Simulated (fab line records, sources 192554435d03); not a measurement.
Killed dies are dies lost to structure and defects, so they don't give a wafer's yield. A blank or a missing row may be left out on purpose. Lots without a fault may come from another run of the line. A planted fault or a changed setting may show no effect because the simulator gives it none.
fab line records | flow n5_finfet
record lots=11 wafers=29 last_day=16
route steps=1938 shown BEOL_M0_SAQP@632 BEOL_M4@1111 PASSIVATION@1907
lots that met no fault: from a run of the same line without faults
start_h: hours from the record's first day to the start of the lot's first wafer shown | wait_h: hours since the lot's step before | " the same as in the row above | L1.1+2: a row that stands for several wafers | - no value, or no start given | * or withheld: withheld | < > ~ a bound
route shown NAME@n: a module of which the file shows steps, and the number in the route of the first | usual: mean/standard deviation of fault-free wafers | same: alike in all rows | chamber/n: place in a boat | sites: the reading at each site | _std_site: their standard deviation | _edge_site: outer sites' mean less inner sites' | radius_mm: how far each site lies from the wafer's centre | mask NAME#n: copy n | behind: the tool/chamber that last shaped the wafer | hold: why the lot was held/for how many hours/how that ended | device: the transistor (n, p or np) that didn't switch | end of line: the same wafers' tests at the end of the route | a step without rows: its recipe alone | killed: dies lost to structure and defects at the first sort, not the wafer's yield | map: a wafer's dies, x killed, . not, _ none there
set.NAME: the setting as run; set.NAME@STEP: as run at that earlier step | model.NAME: the simulator's own value behind a step, which no gauge read
steps of the route over a sample of lots; a table a step, a row a wafer
services: from which hour (start_h, from the record's first day; less than 0 if before it) a tool's chamber was out of use, for how many hours, and why
## steps
# step N5_BEOL_M0_SAQP_PECVD_00
# recipe material=SiCN target_thk_a=80 temp_c=withheld precursor=3MS/NH3 pressure_torr=3 rf_w=202 time_s=14
# usual showerhead_plenum_p_Torr=3.659/0.01 throttle_valve_pct=8.9/0.33
# columns lot.wafer tool chamber start_h wait_h showerhead_plenum_p_Torr throttle_valve_pct
L567.2 pecvd-03 0 107.45 0.2 3.677 8.4
L567.4 " 0 " " 3.687 8.4
L567.6 " 2 " " 3.661 8.7
L568.2 pecvd-01 0 110.44 0.2 3.659 9.1
L568.5 " 2 " " 3.662 8.4
L568.6 " 1 " " 3.647 8.5
L569.3 pecvd-01 1 113.46 0.1 3.650 8.9
L569.4 " 2 " " 3.658 8.3
L569.5 " 0 " " 3.658 9.1
L571.1 pecvd-04 1 127.63 0.2 3.650 9.2
L571.4 " 1 " " 3.652 9.3
L571.6 " 2 " " 3.655 9.0
L572.4 pecvd-01 2 131.02 0.1 3.657 8.5
L572.6 " 1 " " 3.661 8.8
L573.2 pecvd-01 0 138.90 0.2 3.656 9.0
L573.4 " 0 " " 3.661 8.8
L575.3 pecvd-01 0 153.61 0.1 3.656 9.1
L575.5 " 0 " " 3.659 8.8
L575.6 " 2 " " 3.662 8.5
L576.3 pecvd-01 1 162.68 0.1 3.661 8.6
L576.4 " 1 " " 3.666 8.7
L576.6 " 0 " " 3.656 9.0
L581.4 pecvd-01 0 194.68 0.1 3.658 9.1
L581.6 " 1 " " 3.667 8.7
L583.2 pecvd-01 0 202.09 0.2 3.651 9.0
L583.6 " 0 " " 3.654 9.1
L585.1 pecvd-01 0 213.18 0.2 3.663 8.9
L585.3 " 1 " " 3.665 8.9
L585.4 " 1 " " 3.675 8.8
# step N5_BEOL_M4_RC_MEAS_101
# usual DIBL_N=37.5/1.9 DIBL_P=37.3/2.4 IOFF_N=0.18/0.038 IOFF_P=0.23/0.045 ION_N=677/11 ION_P=464/8.1 SS_N=72.0/0.68 SS_P=73.5/0.77 VT_N=249/3.3 VT_P=-249/3.6
# columns lot.wafer tool chamber start_h wait_h DIBL_N[mV/V] DIBL_P[mV/V] IOFF_N[nA/um] IOFF_P[nA/um] ION_N[uA/um] ION_P[uA/um] SS_N[mV/dec] SS_P[mV/dec] VT_N[mV] VT_P[mV]
L568.2 prober-01 0 163.33 0.2 38.4 37.3 0.22 0.24 688 468 72.3 74.0 242 -247
L568.5 " 0 " " 36.5 36.1 0.17 0.21 667 460 71.8 73.1 248 -253
L568.6 " 0 " " 39.9 39.5 0.24 0.27 679 461 72.8 74.7 245 -247
L567.2 prober-02 0 168.38 0.2 38.1 37.5 0.18 0.20 672 449 72.3 73.7 250 -251
L567.4 " 0 " " 40.4 40.1 0.23 0.24 687 465 73.4 73.7 248 -249
L567.6 " 0 " " 37.6 36.8 0.17 0.19 665 451 71.6 73.8 252 -254
L569.3 prober-01 0 183.34 0.3 34.8 37.3 0.18 0.20 683 465 72.7 72.9 249 -252
L569.4 " 0 " " 39.1 44.5 0.26 0.34 693 472 73.3 74.0 244 -242
L569.5 " 0 " " 35.7 37.7 0.18 0.20 677 460 72.2 72.6 251 -251
L571.1 prober-02 0 188.25 0.0 35.6 35.8 0.12 0.18 663 458 71.6 72.7 257 -254
L571.4 " 0 " " 39.6 39.9 0.19 0.25 674 467 72.5 74.1 251 -246
L571.6 " 0 " " 39.7 39.8 0.20 0.24 679 464 72.7 74.1 249 -252
L573.2 prober-01 0 193.01 0.2 39.0 39.5 0.21 0.20 683 456 72.3 73.6 246 -256
L573.4 " 0 " " 34.3 33.8 0.13 0.14 658 449 70.8 71.8 251 -256
L572.4 prober-01 0 196.21 0.5 38.2 37.2 0.18 0.25 685 471 71.5 73.8 247 -247
L572.6 " 0 " " 36.4 35.1 0.15 0.22 673 469 71.0 72.5 248 -250
L575.3 prober-01 0 219.90 0.3 39.1 39.1 0.18 0.25 665 463 73.1 74.1 252 -249
L575.5 " 0 " " 37.8 36.6 0.16 0.22 665 460 72.4 73.1 255 -247
L575.6 " 0 " " 36.3 35.3 0.14 0.19 666 456 71.7 72.8 255 -252
L576.3 prober-02 0 222.27 0.3 37.2 37.5 0.18 0.25 673 469 71.4 73.7 250 -247
L576.4 " 0 " " 37.7 37.4 0.19 0.24 674 467 72.3 74.2 252 -247
L576.6 " 0 " " 37.5 37.3 0.17 0.23 669 461 71.2 74.2 249 -249
L581.4 prober-02 0 269.38 0.5 38.0 39.5 0.21 0.23 692 464 72.0 74.0 244 -251
L583.2 prober-01 0 273.70 0.2 38.6 38.3 0.18 0.26 678 468 72.4 74.2 246 -246
L585.1 prober-02 0 290.96 0.0 40.4 40.5 0.23 0.27 687 463 72.3 74.8 244 -250
L585.4 " 0 " " 39.7 38.5 0.23 0.24 690 463 72.9 74.0 244 -246
# step N5_PASSIVATION_INSPECT_64
# recipe mode=adi inspect_instrument=macro
# usual raw_defect_count=2.0/1.4
# columns lot.wafer tool chamber start_h wait_h raw_defect_count
L568.2 defect_inspect-02 - 268.47 0.0 5
L568.5 " - " " 1
L568.6 " - " " 4
L569.3 defect_inspect-02 - 274.34 0.0 1
L569.4 " - " " 3
L569.5 " - " " 0
L567.2 defect_inspect-01 - 274.68 0.0 2
L567.4 " - " " 3
L567.6 " - " " 0
L571.1 defect_inspect-01 - 285.25 0.0 2
L571.4 " - " " 4
L571.6 " - " " 4
L573.2 defect_inspect-01 - 286.20 0.0 2
L573.4 " - " " 0
L572.4 defect_inspect-01 - 288.00 0.0 1
L572.6 " - " " 1
L576.3 defect_inspect-02 - 305.53 0.0 2
L576.4 " - " " 0
L576.6 " - " " 2
L575.3 defect_inspect-01 - 319.31 0.0 3
L575.5 " - " " 3
L575.6 " - " " 4
L581.4 defect_inspect-02 - 359.37 0.0 0
L583.2 defect_inspect-01 - 373.79 0.0 2
L585.1 defect_inspect-02 - 389.86 0.0 5
L585.4 " - " " 2
# step N5_PASSIVATION_ETCH_59
# recipe chemistry=Cl2/BCl3 target=TaN target_depth_a=650 time_s=34.9 ion_energy_ev=100 pressure_mtorr=10 icp_w=900 bias_w=100 Cl2_flow_sccm=60 bcl3_flow_sccm=30
# usual drypump_motor_current_A=5.6/0.49 oes_product_au=0.84/0.094 throttle_valve_pct=21.1/0.38
# same time_s=34.9
# columns lot.wafer tool chamber start_h wait_h drypump_motor_current_A oes_product_au rf_hours_counter_h throttle_valve_pct
L568.2 rie_metal-02 0 269.91 0.6 6.0 0.63 - 21.4
L568.5 " 0 " " 5.9 0.63 - 21.4
L568.6 " 0 " " 6.0 0.63 - 21.4
L567.2 rie_metal-03 0 275.20 0.3 6.3 0.79 48 21.3
L567.4 " 1 " " 5.3 0.79 - 20.7
L567.6 " 1 " " 5.3 0.79 - 20.7
L569.3 rie_metal-02 0 275.32 0.5 5.9 0.63 - 21.4
L569.4 " 0 " " 6.0 0.62 - 21.4
L569.5 " 0 " " 5.9 0.63 - 21.4
L571.1 rie_metal-01 1 285.82 0.3 5.8 0.97 2 20.8
L571.4 " 0 " " 4.9 0.85 - 21.7
L571.6 " 0 " " 4.9 0.86 - 21.7
L573.2 rie_metal-03 0 286.72 0.3 6.3 0.80 49 21.3
L573.4 " 1 " " 5.3 0.80 - 20.7
L572.4 rie_metal-01 1 289.06 0.2 5.7 0.95 - 20.8
L572.6 " 0 " " 4.9 0.84 - 21.7
L576.3 rie_metal-01 0 306.09 0.2 4.8 0.84 - 21.7
L576.4 " 1 " " 5.8 0.93 - 20.8
L576.6 " 1 " " 5.8 0.94 - 20.8
L575.3 rie_metal-01 1 319.86 0.2 5.7 0.93 - 20.8
L575.5 " 1 " " 5.7 0.93 - 20.8
L575.6 " 0 " " 4.9 0.85 - 21.7
L581.4 rie_metal-01 0 359.96 0.2 4.9 0.83 - 21.7
L583.2 rie_metal-02 0 374.56 0.3 6.0 0.91 6 20.8
L585.1 rie_metal-01 0 390.38 0.3 4.9 0.83 32 21.7
L585.4 " 1 " " 5.8 0.89 - 20.8
# step N5_PASSIVATION_STRIP_34
# recipe chemistry=O2 power_w=600 temp_c=60 pressure_mtorr=30 rf_frequency_hz=6e+07 bias_power_w=0 overash_fraction=2 o2_flow_sccm=225
# usual drypump_motor_current_A=6.0/0.39 oes_product_au=0.81/0.088 rf_vpp_V=3.6/1.5 showerhead_plenum_p_Torr=2.11/0.066 throttle_valve_pct=16.64/0.22
# columns lot.wafer tool chamber start_h wait_h drypump_motor_current_A oes_product_au rf_hours_counter_h rf_vpp_V showerhead_plenum_p_Torr throttle_valve_pct
L568.2 rie_diel-03 1 270.17 0.2 5.6 0.69 218 5.0 2.17 16.71
L568.5 " 2 " " 5.8 0.87 - 2.9 2.15 16.82
L568.6 " 1 " " 5.5 0.69 - 5.2 2.17 16.67
L567.2 rie_diel-06 0 275.31 0.1 6.0 0.83 63 2.6 2.22 16.77
L567.4 " 3 " " 5.5 0.69 221 3.0 2.06 16.79
L567.6 " 2 " " 5.9 0.86 - 2.8 2.08 16.62
L569.3 rie_diel-04 0 275.47 0.1 6.0 0.69 227 2.6 1.98 16.59
L569.4 " 2 " " 5.5 0.80 - 2.4 2.05 16.63
L569.5 " 1 " " 6.6 0.69 - 4.3 2.15 16.83
L571.1 rie_diel-04 1 285.94 0.1 6.6 0.70 238 1.5 2.15 16.82
L571.4 " 2 " " 5.5 0.78 96 4.4 2.05 16.63
L571.6 " 0 " " 6.0 0.69 - 3.8 1.98 16.51
L573.2 rie_diel-04 2 286.84 0.1 5.5 0.78 96 2.4 2.05 16.61
L573.4 " 1 " " 6.6 0.70 238 3.7 2.15 16.83
L572.4 rie_diel-06 2 289.22 0.1 5.9 0.89 30 1.6 2.07 16.63
L572.6 " 3 " " 5.5 0.69 - 6.3 2.06 16.77
L576.3 rie_diel-03 1 306.17 0.1 5.6 0.68 230 3.0 2.17 16.68
L576.4 " 2 " " 5.8 0.85 53 4.6 2.15 16.88
L576.6 " 0 " " 6.5 0.83 - 1.5 2.11 16.90
L575.3 rie_diel-03 1 319.96 0.1 5.5 0.68 233 1.9 2.17 16.68
L575.5 " 1 " " 5.6 0.67 - 2.3 2.17 16.68
L575.6 " 2 " " 5.9 0.83 - 2.7 2.15 16.86
L581.4 rie_diel-06 2 360.05 0.1 5.9 0.86 54 4.0 2.07 16.62
L583.2 rie_diel-04 2 374.67 0.1 5.5 0.75 137 3.0 2.04 16.74
L585.1 rie_diel-06 2 390.50 0.1 5.9 0.84 68 2.0 2.06 16.72
L585.4 " 0 " " 6.1 0.80 105 1.2 2.21 16.84
# step N5_PASSIVATION_PROBE_49
# usual defect_limited_yield=91.2/1.5 killed_at_M0_to_M3=31/10 killed_at_M4_up=15/5.9 killed_at_contacts=13/6 killed_at_front_end=41/11 killed_at_other=4/3.1 killed_dies=104/18 killed_on_rim=14/4.1 killed_open=68/13 killed_short=33/8.1 sort_bin_5_function=5.1/1.1 sort_bin_6_memory=3.2/0.69 sort_bin_8_speed=0.01/0.045 sort_n_pass=1076/18
# same gross_dies=1180 killed_at_back_side=0 sort_bin_4_leakage[%]=0
# columns lot.wafer tool chamber start_h wait_h defect_limited_yield[%] killed_at_M0_to_M3 killed_at_M4_up killed_at_contacts killed_at_front_end killed_at_other killed_dies killed_on_rim killed_open killed_short sort_bin_5_function[%] sort_bin_6_memory[%] sort_bin_8_speed[%] sort_n_pass
L568.2 prober-02 - 275.52 0.9 93.1 21 12 13 30 5 81 10 56 25 3.6 3.1 0 1099
L568.5 prober-02 - 275.67 1.1 89.4 40 12 23 44 6 125 23 93 31 6.8 3.5 0 1055
L568.6 prober-02 - 275.72 1.1 89.3 42 25 18 41 0 126 15 90 33 6.5 3.9 0 1054
L567.2 prober-01 - 279.54 0.1 91.3 23 6 25 44 5 103 16 68 35 4.7 3.9 0 1077
L567.4 prober-01 - 279.64 0.2 92.7 24 12 12 36 2 86 14 47 36 4.3 2.8 0 1094
L567.6 prober-01 - 279.74 0.3 91.0 32 9 17 45 3 106 15 67 37 5.3 3.4 0 1074
L569.3 prober-02 - 279.75 0.1 92.0 27 15 23 28 1 94 14 64 29 5.2 2.6 0 1086
L569.4 prober-02 - 279.80 0.2 92.7 29 12 15 23 7 86 6 57 28 4.7 2.4 0 1094
L569.5 prober-02 - 279.85 0.2 89.5 38 21 25 35 5 124 21 95 26 6.4 4.0 0 1056
L571.1 prober-01 - 290.25 0.0 91.3 20 24 11 44 4 103 17 70 33 4.6 4.0 0 1077
L571.4 prober-01 - 290.40 0.2 89.3 31 11 20 59 5 126 16 82 34 5.9 3.9 0 1054
L571.6 prober-01 - 290.50 0.3 92.9 23 15 17 29 0 84 9 54 29 4.2 2.6 0 1096
L573.2 prober-01 - 291.12 0.1 91.7 30 11 9 45 3 98 7 65 30 5.4 2.7 0 1082
L573.4 prober-01 - 291.22 0.2 91.3 42 18 13 29 1 103 13 76 24 4.9 3.6 0 1077
L572.4 prober-01 - 295.53 0.2 89.0 45 8 13 53 11 130 20 87 43 6.6 4.1 0 1050
L572.6 prober-01 - 295.63 0.3 90.0 38 23 19 32 6 118 15 85 32 6.1 3.5 0 1062
L576.3 prober-02 - 310.64 0.1 90.2 43 15 14 40 4 116 13 76 40 5.9 3.6 0 1064
L576.4 prober-02 - 310.69 0.2 93.7 36 5 6 25 2 74 10 51 22 2.7 3.4 0 1106
L576.6 prober-02 - 310.79 0.3 90.7 31 21 14 42 2 110 16 72 38 5.5 3.4 0 1070
L575.3 prober-02 - 324.48 0.1 89.9 31 10 30 45 3 119 14 75 39 5.9 3.4 0.34 1061
L575.5 prober-02 - 324.58 0.2 93.3 23 9 11 32 4 79 11 54 23 3.2 3.1 0 1101
L575.6 prober-02 - 324.63 0.3 92.4 21 18 10 37 4 90 13 59 27 4.7 2.9 0 1090
L581.4 prober-01 - 364.64 0.2 89.7 34 18 26 43 1 122 14 85 37 6.9 3.2 0 1058
L581.6 prober-01 - 364.74 0.3 0 1143 1 7 29 0 1180 152 34 19 97.7 2.1 0 0
L583.2 prober-01 - 379.41 0.1 91.9 32 19 13 31 1 96 14 73 23 4.7 3.1 0 1084
L583.6 prober-01 - 379.61 0.3 0 1120 14 12 29 5 1180 152 68 18 97.2 2.7 0 0
L585.1 prober-02 - 394.70 0.0 90.6 27 22 9 50 3 111 20 76 35 5.8 3.2 0 1069
L585.3 prober-02 - 394.80 0.1 0 1096 17 12 49 6 1180 152 62 38 96.3 3.2 0 0
L585.4 prober-02 - 394.85 0.2 90.3 23 31 11 44 6 115 18 78 37 5.7 3.8 0 1065
# killed by level:class
L568.2 MOL_CONTACT_COAG:geometric_particle:open=10 BEOL_M3:geometric_particle:open=10 BEOL_M0:geometric_particle:open=7 FIN_SAQP:geometric_particle:open=6 STARTING-WAFER:geometric_particle:open=4 STARTING-WAFER:geometric_particle:short=4 FIN_SAQP:geometric_particle:short=3 DUMMY_GATE:geometric_particle:short=3
L568.5 MOL_CONTACT_COAG:geometric_particle:open=19 BEOL_M3:geometric_particle:open=16 FIN_SAQP:geometric_particle:open=13 STI_FIN_REVEAL:geometric_particle:open=8 BEOL_M4:geometric_particle:open=7 FIN_SAQP:geometric_particle:short=5 MOL_CONTACT_COAG:geometric_particle:short=4 BEOL_M0:geometric_particle:open=4
L568.6 BEOL_M3:geometric_particle:open=19 FIN_SAQP:geometric_particle:open=14 MOL_CONTACT_COAG:geometric_particle:open=14 BEOL_M4:geometric_particle:open=11 FIN_SAQP:geometric_particle:short=10 BEOL_M0:geometric_particle:open=6 BEOL_M4:geometric_particle:short=5 STI_FIN_REVEAL:geometric_particle:open=5
L567.2 MOL_CONTACT_COAG:geometric_particle:open=19 DUMMY_GATE:geometric_particle:open=12 BEOL_M0_SAQP:geometric_particle:short=8 STI_FIN_REVEAL:geometric_particle:open=6 MOL_CONTACT_COAG:geometric_particle:short=6 FIN_SAQP:geometric_particle:short=5 FIN_SAQP:geometric_particle:open=5 BEOL_M0_SAQP:geometric_particle:open=5
L567.4 MOL_CONTACT_COAG:geometric_particle:open=9 BEOL_M0_SAQP:geometric_particle:short=9 STI_FIN_REVEAL:geometric_particle:open=7 GATE_CUT:geometric_particle:short=7 BEOL_M0_SAQP:geometric_particle:open=5 DUMMY_GATE:geometric_particle:open=4 STARTING-WAFER:geometric_particle:open=4 FIN_SAQP:geometric_particle:short=3
L567.6 MOL_CONTACT_COAG:geometric_particle:open=14 STI_FIN_REVEAL:geometric_particle:open=13 BEOL_M0_SAQP:geometric_particle:open=11 GATE_CUT:geometric_particle:short=7 BEOL_M0_SAQP:geometric_particle:short=7 FIN_SAQP:geometric_particle:open=6 STI_FIN_REVEAL:geometric_particle:short=5 BEOL_M2:geometric_particle:open=5
L569.3 MOL_CONTACT_COAG:geometric_particle:open=18 DUMMY_GATE:geometric_particle:open=8 BEOL_M4:geometric_particle:open=7 BEOL_M0_SAQP:geometric_particle:short=6 BEOL_M1:geometric_particle:open=6 MOL_CONTACT_COAG:geometric_particle:short=5 BEOL_M4:geometric_particle:short=5 GATE_CUT:geometric_particle:short=4
L569.4 MOL_CONTACT_COAG:geometric_particle:open=13 BEOL_M2:geometric_particle:open=12 BEOL_M0_SAQP:geometric_particle:short=7 FIN_SAQP:geometric_particle:open=5 STI_FIN_REVEAL:geometric_particle:open=5 PAD_METAL:geometric_particle:short=4 FIN_SAQP:geometric_particle:short=3 BEOL_M0_SAQP:geometric_particle:open=3
L569.5 MOL_CONTACT_COAG:geometric_particle:open=22 BEOL_M4:geometric_particle:open=12 STI_FIN_REVEAL:geometric_particle:open=10 BEOL_M1:geometric_particle:open=9 BEOL_M2:geometric_particle:open=9 BEOL_M0_SAQP:geometric_particle:short=7 DUMMY_GATE:geometric_particle:open=6 BEOL_M0_SAQP:geometric_particle:open=6
L571.1 FIN_SAQP:geometric_particle:short=9 STI_FIN_REVEAL:geometric_particle:open=9 BEOL_M0_SAQP:geometric_particle:open=9 MOL_CONTACT_COAG:geometric_particle:open=8 BEOL_M4:geometric_particle:open=8 FIN_SAQP:geometric_particle:open=6 BEOL_M0_SAQP:geometric_particle:short=5 BEOL_M7:geometric_particle:open=5
L571.4 MOL_CONTACT_COAG:geometric_particle:open=19 STI_FIN_REVEAL:geometric_particle:open=13 FIN_SAQP:geometric_particle:open=11 GATE_CUT:geometric_particle:short=9 BEOL_M0_SAQP:geometric_particle:open=8 BEOL_M2:geometric_particle:open=7 HKMG_FIN:area_etch=7 FIN_SAQP:geometric_particle:short=5
L571.6 MOL_CONTACT_COAG:geometric_particle:open=11 BEOL_M0_SAQP:geometric_particle:open=8 FIN_SAQP:geometric_particle:open=6 MOL_CONTACT_COAG:geometric_particle:short=6 BEOL_M0_SAQP:geometric_particle:short=6 GATE_CUT:geometric_particle:short=5 FIN_SAQP:geometric_particle:short=4 STI_FIN_REVEAL:geometric_particle:open=4
L573.2 STI_FIN_REVEAL:geometric_particle:open=14 BEOL_M1:geometric_particle:open=8 BEOL_M0_SAQP:geometric_particle:short=7 BEOL_M4:geometric_particle:open=6 MOL_CONTACT_COAG:geometric_particle:open=6 FIN_SAQP:geometric_particle:open=5 GATE_CUT:geometric_particle:short=5 BEOL_M0_SAQP:geometric_particle:open=5
L573.4 MOL_CONTACT_COAG:geometric_particle:open=12 BEOL_M3:geometric_particle:open=11 BEOL_M4:geometric_particle:open=10 STI_FIN_REVEAL:geometric_particle:open=7 BEOL_M0_SAQP:geometric_particle:open=7 FIN_SAQP:geometric_particle:open=6 BEOL_M0_SAQP:geometric_particle:short=6 BEOL_M1:geometric_particle:open=6
L572.4 FIN_SAQP:geometric_particle:open=16 BEOL_M2:geometric_particle:open=13 BEOL_M0_SAQP:geometric_particle:open=12 BEOL_M3:geometric_particle:open=8 FIN_SAQP:geometric_particle:short=7 MOL_CONTACT_COAG:geometric_particle:open=7 DUMMY_GATE:geometric_particle:open=6 MOL_CONTACT_COAG:geometric_particle:short=6
L572.6 BEOL_M4:geometric_particle:open=17 MOL_CONTACT_COAG:geometric_particle:open=15 FIN_SAQP:geometric_particle:open=10 BEOL_M3:geometric_particle:open=9 BEOL_M0_SAQP:geometric_particle:open=8 STI_FIN_REVEAL:geometric_particle:open=5 DUMMY_GATE:geometric_particle:open=4 MOL_CONTACT_COAG:geometric_particle:short=4
L576.3 FIN_SAQP:geometric_particle:open=13 BEOL_M0_SAQP:geometric_particle:open=13 MOL_CONTACT_COAG:geometric_particle:open=11 BEOL_M0_SAQP:geometric_particle:short=9 BEOL_M3:geometric_particle:open=8 FIN_SAQP:geometric_particle:short=6 BEOL_M4:geometric_particle:open=6 BEOL_M3:geometric_particle:short=5
L576.4 BEOL_M3:geometric_particle:open=16 BEOL_M0_SAQP:geometric_particle:open=6 FIN_SAQP:geometric_particle:open=5 STI_FIN_REVEAL:geometric_particle:open=4 GATE_CUT:geometric_particle:short=4 MOL_CONTACT_COAG:geometric_particle:open=4 BEOL_M1:geometric_particle:open=4 BEOL_M4:geometric_particle:open=4
L576.6 FIN_SAQP:geometric_particle:open=16 FIN_SAQP:geometric_particle:short=11 MOL_CONTACT_COAG:geometric_particle:open=10 BEOL_M3:geometric_particle:open=10 BEOL_M4:geometric_particle:open=7 BEOL_M0_SAQP:geometric_particle:short=5 MOL_CONTACT_COAG:geometric_particle:short=4 BEOL_M1:geometric_particle:short=4
L575.3 MOL_CONTACT_COAG:geometric_particle:open=23 FIN_SAQP:geometric_particle:open=13 FIN_SAQP:geometric_particle:short=8 MOL_CONTACT_COAG:geometric_particle:short=7 BEOL_M0_SAQP:geometric_particle:open=7 BEOL_M4:geometric_particle:open=5 STARTING-WAFER:geometric_particle:short=5 DUMMY_GATE:geometric_particle:short=4
L575.5 FIN_SAQP:geometric_particle:short=9 BEOL_M3:geometric_particle:open=9 MOL_CONTACT_COAG:geometric_particle:open=9 FIN_SAQP:geometric_particle:open=8 BEOL_M2:geometric_particle:open=5 BEOL_M8:geometric_particle:open=4 DUMMY_GATE:geometric_particle:open=3 GATE_CUT:geometric_particle:short=3
L575.6 FIN_SAQP:geometric_particle:open=12 MOL_CONTACT_COAG:geometric_particle:open=7 DUMMY_GATE:geometric_particle:open=6 BEOL_M3:geometric_particle:open=6 FIN_SAQP:geometric_particle:short=4 BEOL_M1:geometric_particle:short=4 MOL_CONTACT_COAG:geometric_particle:short=3 BEOL_M0_SAQP:geometric_particle:open=3
L581.4 MOL_CONTACT_COAG:geometric_particle:open=21 FIN_SAQP:geometric_particle:open=13 BEOL_M3:geometric_particle:open=9 BEOL_M4:geometric_particle:open=9 STI_FIN_REVEAL:geometric_particle:open=8 BEOL_M0_SAQP:geometric_particle:open=6 GATE_CUT:geometric_particle:short=5 MOL_CONTACT_COAG:geometric_particle:short=5
L581.6 BEOL_M0:area_etch=1127 STI_FIN_REVEAL:geometric_particle:open=6 MOL_CONTACT_COAG:geometric_particle:open=6 BEOL_M3:geometric_particle:open=6 STARTING-WAFER:geometric_particle:short=5 FIN_SAQP:geometric_particle:open=3 FIN_CUT:geometric_particle:open=3 ILD0:geometric_particle:short=3
L583.2 STI_FIN_REVEAL:geometric_particle:open=11 MOL_CONTACT_COAG:geometric_particle:open=11 BEOL_M3:geometric_particle:open=9 BEOL_M0_SAQP:geometric_particle:open=7 BEOL_M2:geometric_particle:short=7 BEOL_M4:geometric_particle:open=7 FIN_SAQP:geometric_particle:open=5 BEOL_M2:geometric_particle:open=5
L583.6 BEOL_M0:area_etch=1093 STI_FIN_REVEAL:geometric_particle:open=10 MOL_CONTACT_COAG:geometric_particle:open=10 BEOL_M3:geometric_particle:open=7 BEOL_M0_SAQP:geometric_particle:open=6 BEOL_M1:geometric_particle:open=6 BEOL_M2:geometric_particle:open=5 BEOL_M4:geometric_particle:open=4
L585.1 FIN_SAQP:geometric_particle:open=15 BEOL_M4:geometric_particle:open=12 FIN_SAQP:geometric_particle:short=9 MOL_CONTACT_COAG:geometric_particle:open=9 STI_FIN_REVEAL:geometric_particle:open=7 BEOL_M2:geometric_particle:open=7 BEOL_M0_SAQP:geometric_particle:short=7 GATE_CUT:geometric_particle:open=5
L585.3 BEOL_M0:area_etch=1080 FIN_SAQP:geometric_particle:open=16 FIN_SAQP:geometric_particle:short=9 MOL_CONTACT_COAG:geometric_particle:open=9 STI_FIN_REVEAL:geometric_particle:open=7 BEOL_M3:geometric_particle:open=7 BEOL_M4:geometric_particle:open=6 STARTING-WAFER:geometric_particle:short=5
L585.4 BEOL_M4:geometric_particle:open=19 FIN_SAQP:geometric_particle:open=18 MOL_CONTACT_COAG:geometric_particle:open=8 FIN_SAQP:geometric_particle:short=7 BEOL_M2:geometric_particle:open=6 GATE_CUT:geometric_particle:short=4 BEOL_M0_SAQP:geometric_particle:open=4 BEOL_M4:geometric_particle:short=4
## services
# columns tool chamber start_h hours kind
rie_diel-06 1 100.93 9.5 repair
rie_diel-03 2 117.19 15.1 repair
rie_metal-02 0 119.98 2.2 repair
pecvd-03 1 152.33 5.4 repair
pecvd-04 2 175.10 8.4 repair
pecvd-01 - 191.73 2.8 pm
rie_diel-03 1 203.54 3.0 repair
pecvd-03 - 206.11 2.8 pm
pecvd-01 - 214.00 0.6 repair
rie_metal-01 - 214.14 1.4 pm
rie_diel-06 - 225.12 1.1 repair
pecvd-03 - 246.54 6.0 pm
pecvd-04 - 253.34 2.8 pm
pecvd-01 0 264.28 6.5 repair
rie_diel-04 - 273.17 0.6 repair
pecvd-04 - 286.11 7.2 repair
rie_diel-04 1 300.68 13.4 repair
pecvd-03 1 303.83 6.1 repair
rie_diel-03 - 309.50 4.3 pm
rie_diel-04 0 318.84 5.6 repair
rie_metal-02 1 319.00 20.6 repair
rie_diel-06 3 325.95 5.6 repair
pecvd-03 2 349.25 8.5 repair
rie_diel-06 - 385.31 2.8 pm
## key
first_sign step=N5_PASSIVATION_PROBE_49 reading=killed_at_M0_to_M3 direction=up sigmas=99+ usual=31 struck=1120
effect step=N5_PASSIVATION_PROBE_49 reading=sort_bin_5_function direction=up sigmas=87 usual=5.1 struck=97.1
more_kills_born_at N5_BEOL_M0_ETCH_109@rie_diel-03=2207 N5_BEOL_M0_ETCH_109@rie_diel-04=1093
met_at N5_BEOL_M0_SAQP_PECVD_00
struck_lots L581,L583,L585
struck_wafers L581.6,L583.6,L585.3
later_rows_left_out L581.6,L583.6,L585.3
not_acting_at N5_PASSIVATION_INSPECT_64,N5_PASSIVATION_ETCH_59,N5_PASSIVATION_STRIP_34
onset_between 162.68 194.68
fault kind=process_parameter_drift tool=pecvd-01 chamber=- onset_h=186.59 steps=N5_BEOL_M0_SAQP_PECVD_00 channel=time_s offset=* shape=step end_h=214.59 scope=struck_wafers_only acts_in=* stated=*
# later_rows_left_out: the simulator's readings of these wafers behind a module that went badly wrong aren't trusted and aren't shown, but for the sort
